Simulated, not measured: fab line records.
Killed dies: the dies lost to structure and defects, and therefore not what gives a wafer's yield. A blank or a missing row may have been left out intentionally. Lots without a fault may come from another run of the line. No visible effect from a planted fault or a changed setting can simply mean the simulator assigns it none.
A lot that was struck, set against a sound lot / flow n5_finfet / 38 steps out of a route of 1938
Sound: wafers L650.2, L650.3, L650.6. The struck wafers were L642.2, L642.3, L642.4. Last of all comes the cause.
At each step with rows: each side's tool, then ch and its chambers, then its first start. Under that, the readings that differ: sound wafers / struck wafers / difference of the means / sigmas: that difference in standard deviations of wafers without a fault.
alike: a reading whose means differ by less than 2 such deviations, as well as words and numbers matching on both sides. not compared: withheld readings; readings where some wafer has no value; bounds like >300 that might hide an equal value; numbers whose values overlap and for which the record gives no deviation.
The two part at a step that has a row with sigmas, a row that says differs or no value, or rows on one side only. Non-overlapping numbers with no deviation appear without sigmas and do not part them. A reading that every wafer of one side lacks parts them only if that side has two wafers or more.

first, 9 steps without rows for these wafers: N5_BEOL_M2_EBR_24; N5_BEOL_M2_SOFTBAKE_23 (time 60 s); N5_BEOL_M2_EXPOSE_25 (exposes mask V1, defocus 5 nm); N5_BEOL_M2_PEB_26 (peb time 60 s); N5_BEOL_M2_DEVELOP_27 (develop time 30 s); N5_BEOL_M2_DESCUM_33 (chemistry O2, time 7 s); N5_BEOL_M2_ETCH_77 (etches underlayer in N2/H2, target depth 6.5 nm, time 5.2 s); N5_BEOL_M2_ETCH_69 (etches SiARC in CF4, target depth 15.6 nm, time 26 s); N5_BEOL_M2_ALD_98 (deposits SiO2, target thk 2.5 nm, pulse time 1 s, co reactant pulse time 1 s).
N5_BEOL_M2_ETCHBACK_99: etches SiO2 in CHF3, target depth 5 nm, time 10.4 s.
  sound on rie_diel-04 ch 0,2,3, day 12 14:08; struck on rie_diel-04 ch 0,1, day 10 12:08
  alike: chamber_pressure_mTorr, drypump_motor_current_A, oes_product_au, rf_vpp_V, showerhead_plenum_p_Torr, throttle_valve_pct
  not compared: rf_hours_counter_h
then, 27 steps without rows for these wafers: N5_BEOL_M2_ETCH_70 (etches SOC in N2/H2, target depth 80 nm, overetch 24 nm, time 130 s); N5_BEOL_M2_STRIP_71 (strips in N2/H2); N5_BEOL_M2_STRIP_78 (strips in N2/H2); N5_BEOL_M2_VIA_ETCH_34 (etches the open film in C4F6/O2, target depth 69.4 nm, time 65.9 s); N5_BEOL_M2_STRIP_83 (strips in C4F6/O2); N5_BEOL_M2_STRIP_36 (strips in N2/H2); N5_BEOL_M2_TRENCH_ETCH_37 (etches SiOC in C4F6/O2, target depth 55.555 nm, time 29.2 s); N5_BEOL_M2_ETCH_41 (etches SiCN in CH3F/O2, target depth 29.9 nm, time 52.5 s); N5_BEOL_M2_STRIP_97 (strips in N2/H2, time 10 s); N5_BEOL_M2_HM_STRIP_39 (strips TiN in peroxide tin strip, target depth 25 nm, time 158 s); N5_BEOL_M2_SRD_40 (time 30 s); N5_BEOL_M2_PRECLEAN_42 (cleans in residue remover, time 60 s); N5_BEOL_M2_SRD_43 (time 30 s); N5_BEOL_M2_DEGAS_44 (time 60 s); N5_BEOL_M2_PRE_CLEAN_45 (time 30 s); N5_BEOL_M2_ALD_84 (deposits TaN, pulse time 2 s, purge time 3 s, co reactant purge time 2 s); N5_BEOL_M2_SURFACE_TREAT_85; N5_BEOL_M2_CVD_47 (deposits Co from CCTBA/H2, target thk 3 nm, time 223.8 s); N5_BEOL_M2_SPUTTER_48 (material Cu, target thk 4.5 nm, time 8.29 s); N5_BEOL_M2_ANNEAL_49 (time 240 s); N5_BEOL_M2_SPUTTER_79 (material Cu, target thk 4.5 nm, time 8.29 s); N5_BEOL_M2_ANNEAL_80 (time 240 s); N5_BEOL_M2_SPUTTER_81 (material Cu, target thk 4.5 nm, time 8.29 s); N5_BEOL_M2_ANNEAL_82 (time 240 s); N5_BEOL_M2_SPUTTER_86 (material Cu, target thk 4.5 nm, time 8.29 s); N5_BEOL_M2_ANNEAL_87 (time 240 s); N5_BEOL_M2_SPUTTER_88 (material Cu, target thk 4.5 nm, time 8.29 s).
-- here the record skips 6 days between the struck wafers' starts before and after, leaving off in module BEOL_M2 and picking up in module PASSIVATION (first step shown: number 1936 of the route) --
N5_PASSIVATION_PROBE_49:
  sound on prober-02, day 19 04:25; struck on prober-01, day 16 02:10
reading=defect_limited_yield (%); sound=93.0 91.9 91.7; struck=81.4 85.1 82.0; difference=-9.4; sigmas=-7
reading=killed_at_M0_to_M3; sound=28 34 33; struck=154 101 150; difference=+103; sigmas=+10
reading=killed_at_M4_up; sound=11 8 5; struck=25 16 19; difference=+12; sigmas=+2
reading=killed_dies; sound=83 96 98; struck=219 176 212; difference=+110; sigmas=+7
reading=sort_bin_5_function (%); sound=4.5 4.4 5.2; struck=11.4 9.7 11.0; difference=+6.0; sigmas=+7
reading=sort_n_pass; sound=1097 1084 1082; struck=961 1004 968; difference=-110; sigmas=-7
reading=sort_yield_pct (%); sound=93.0 91.9 91.7; struck=81.4 85.1 82.0; difference=-9.4; sigmas=-7
  alike: killed_at_contacts, killed_at_front_end, killed_at_other, killed_open, killed_short, sort_bin_6_memory

== WHERE THEY PART ==
At N5_PASSIVATION_PROBE_49 and nowhere else, as far as this record goes.

WHY: what had been put in by the simulator
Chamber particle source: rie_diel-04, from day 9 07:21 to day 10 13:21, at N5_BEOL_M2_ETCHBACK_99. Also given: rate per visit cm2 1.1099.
